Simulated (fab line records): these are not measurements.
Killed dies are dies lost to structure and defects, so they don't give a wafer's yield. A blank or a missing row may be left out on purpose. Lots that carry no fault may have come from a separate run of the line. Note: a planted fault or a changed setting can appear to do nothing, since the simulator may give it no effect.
Split-lot experiment || flow n5-finfet || 7 lots, 21 wafers read, on a route of 1938 steps

SPLIT DETAILS
At N5_PMOS_HMC_CHANNEL_EPI_PEB_07 (peb time 60 s), the setting peb-temp-c was moved away from the recipe's 110 C on 4 of the 21 wafers read, by -3.3% to +1.3%. For the rest of the wafers, this setting stayed at what the recipe calls for.

FROM SPLIT TO READING: 1 step shown by the file between the two
- N5_PMOS_HMC_CHANNEL_EPI_DEVELOP_08: develop time 30 s (also split here: develop-time-s)

THE READING
At N5_PMOS_HMC_CHANNEL_EPI_CD_MEAS_09: cd-nm in nanometres, against a target cd of 237.4 nm. Fault-free wafers of this fab line usually give 237.2 nm, standard deviation 1.1 nm.

{"wafer": "L074.2", "tool, chamber at the split": "litho-track-03, 0", "peb-temp-c as run, C": 110, "against the recipe": "recipe", "cd-nm, nm": 237.4, "against lot-mates on the recipe": "-"}
{"wafer": "L074.5", "tool, chamber at the split": "litho-track-03, 0", "peb-temp-c as run, C": 110, "against the recipe": "recipe", "cd-nm, nm": 235.0, "against lot-mates on the recipe": "-"}
{"wafer": "L074.6", "tool, chamber at the split": "litho-track-03, 0", "peb-temp-c as run, C": 110, "against the recipe": "recipe", "cd-nm, nm": 236.5, "against lot-mates on the recipe": "-"}
{"wafer": "L075.1", "tool, chamber at the split": "litho-track-03, 0", "peb-temp-c as run, C": 110, "against the recipe": "recipe", "cd-nm, nm": 239.4, "against lot-mates on the recipe": "-"}
{"wafer": "L075.3", "tool, chamber at the split": "litho-track-03, 0", "peb-temp-c as run, C": 110, "against the recipe": "recipe", "cd-nm, nm": 236.3, "against lot-mates on the recipe": "-"}
{"wafer": "L075.5", "tool, chamber at the split": "litho-track-03, 0", "peb-temp-c as run, C": 110, "against the recipe": "recipe", "cd-nm, nm": 237.2, "against lot-mates on the recipe": "-"}
{"wafer": "L078.3", "tool, chamber at the split": "litho-track-01, 0", "peb-temp-c as run, C": 110, "against the recipe": "recipe", "cd-nm, nm": 238.7, "against lot-mates on the recipe": "-"}
{"wafer": "L078.5", "tool, chamber at the split": "litho-track-01, 0", "peb-temp-c as run, C": 110, "against the recipe": "recipe", "cd-nm, nm": 239.4, "against lot-mates on the recipe": "-"}
{"wafer": "L078.6", "tool, chamber at the split": "litho-track-01, 0", "peb-temp-c as run, C": 110, "against the recipe": "recipe", "cd-nm, nm": 239.5, "against lot-mates on the recipe": "-"}
{"wafer": "L080.2", "tool, chamber at the split": "litho-track-01, 0", "peb-temp-c as run, C": 110, "against the recipe": "recipe", "cd-nm, nm": 236.4, "against lot-mates on the recipe": "-"}
{"wafer": "L080.4", "tool, chamber at the split": "litho-track-01, 0", "peb-temp-c as run, C": 107.5, "against the recipe": "-2.3%", "cd-nm, nm": 230.3, "against lot-mates on the recipe": -6.1}
{"wafer": "L080.5", "tool, chamber at the split": "litho-track-01, 0", "peb-temp-c as run, C": 107.5, "against the recipe": "-2.3%", "cd-nm, nm": 229.0, "against lot-mates on the recipe": -7.4}
{"wafer": "L084.1", "tool, chamber at the split": "litho-track-03, 0", "peb-temp-c as run, C": 110, "against the recipe": "recipe", "cd-nm, nm": 238.7, "against lot-mates on the recipe": "-"}
{"wafer": "L084.2", "tool, chamber at the split": "litho-track-03, 0", "peb-temp-c as run, C": 110, "against the recipe": "recipe", "cd-nm, nm": 238.5, "against lot-mates on the recipe": "-"}
{"wafer": "L084.3", "tool, chamber at the split": "litho-track-03, 0", "peb-temp-c as run, C": 111.4, "against the recipe": "+1.3%", "cd-nm, nm": 242.1, "against lot-mates on the recipe": "+3.5"}
{"wafer": "L086.1", "tool, chamber at the split": "litho-track-03, 0", "peb-temp-c as run, C": 106.4, "against the recipe": "-3.3%", "cd-nm, nm": 225.9, "against lot-mates on the recipe": -10.9}
{"wafer": "L086.2", "tool, chamber at the split": "litho-track-03, 0", "peb-temp-c as run, C": 110, "against the recipe": "recipe", "cd-nm, nm": 236.0, "against lot-mates on the recipe": "-"}
{"wafer": "L086.4", "tool, chamber at the split": "litho-track-03, 0", "peb-temp-c as run, C": 110, "against the recipe": "recipe", "cd-nm, nm": 237.6, "against lot-mates on the recipe": "-"}
{"wafer": "L092.1", "tool, chamber at the split": "litho-track-01, 0", "peb-temp-c as run, C": 110, "against the recipe": "recipe", "cd-nm, nm": 235.8, "against lot-mates on the recipe": "-"}
{"wafer": "L092.3", "tool, chamber at the split": "litho-track-01, 0", "peb-temp-c as run, C": 110, "against the recipe": "recipe", "cd-nm, nm": 235.9, "against lot-mates on the recipe": "-"}
{"wafer": "L092.4", "tool, chamber at the split": "litho-track-01, 0", "peb-temp-c as run, C": 110, "against the recipe": "recipe", "cd-nm, nm": 235.9, "against lot-mates on the recipe": "-"}

THE FIT
A straight line over all 21 wafers: cd-nm changes by +3.46 nm for each +1% of peb-temp-c; r = +0.93; the points scatter about the line by 1.4 nm.
The same after taking each lot's own level away (the mean of its wafers on the recipe; 21 wafers): +3.12 nm for each +1%; r = +0.97; scatter 0.78 nm.
The reading moves by 10 nm for the largest change in peb-temp-c, on that fit.
The span of the lots' own levels, 235.87 to 239.20 nm, comes to 3.0 times the standard deviation stated above.
Hence the slope depends on the lot-to-lot level, as the two fits are not the same.
Check: -9.62 nm against its lot-mates is what the line predicts for one of the wafers moved furthest among these (-3.3%) when that wafer is left out of the fit. Against them it came out at -10.9 nm.

FURTHER SPLITS ON THESE WAFERS
Before the reading, these wafers also passed through other splits. Each is held against what the fit with the lots' levels taken away leaves over:
{"other split on the same wafers": "N5_PMOS_HMC_CHANNEL_EPI_DEVELOP_08 develop-time-s", "wafers away from the commonest value": 9, "r with cd-nm (lot level and that fit taken away)": "+0.28"}

THE WHOLE CHAIN: every reading that the file lists as answering this split, in the file's order
{"step": "N5_PMOS_HMC_CHANNEL_EPI_CD_MEAS_09", "what it does": "target cd 237.4 nm", "reading": "cd-nm", "change (the file's fit)": "+3.17 nm for each +1% of the setting", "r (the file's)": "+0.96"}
{"step": "N5_PMOS_HMC_CHANNEL_EPI_DESCUM_14", "what it does": "chemistry O2, time 7.9 s", "reading": "PMOS_HMC_CHANNEL_EPI.cd-nm (the simulator's own value, which no gauge read)", "change (the file's fit)": "+3.24 nm for each +1% of the setting", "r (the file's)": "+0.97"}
{"step": "N5_PMOS_HMC_CHANNEL_EPI_ETCH_32", "what it does": "etches BARC in N2/H2, stops on SiO2, target depth 85.8 nm, time 50.3 s", "reading": "PMOS_HMC_CHANNEL_EPI.cd-nm (the simulator's own value, which no gauge read)", "change (the file's fit)": "+3.05 nm for each +1% of the setting", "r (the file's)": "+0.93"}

FILE'S OWN FIT
cd-nm changes by +3.17 nm for each +1% of peb-temp-c, r = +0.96.
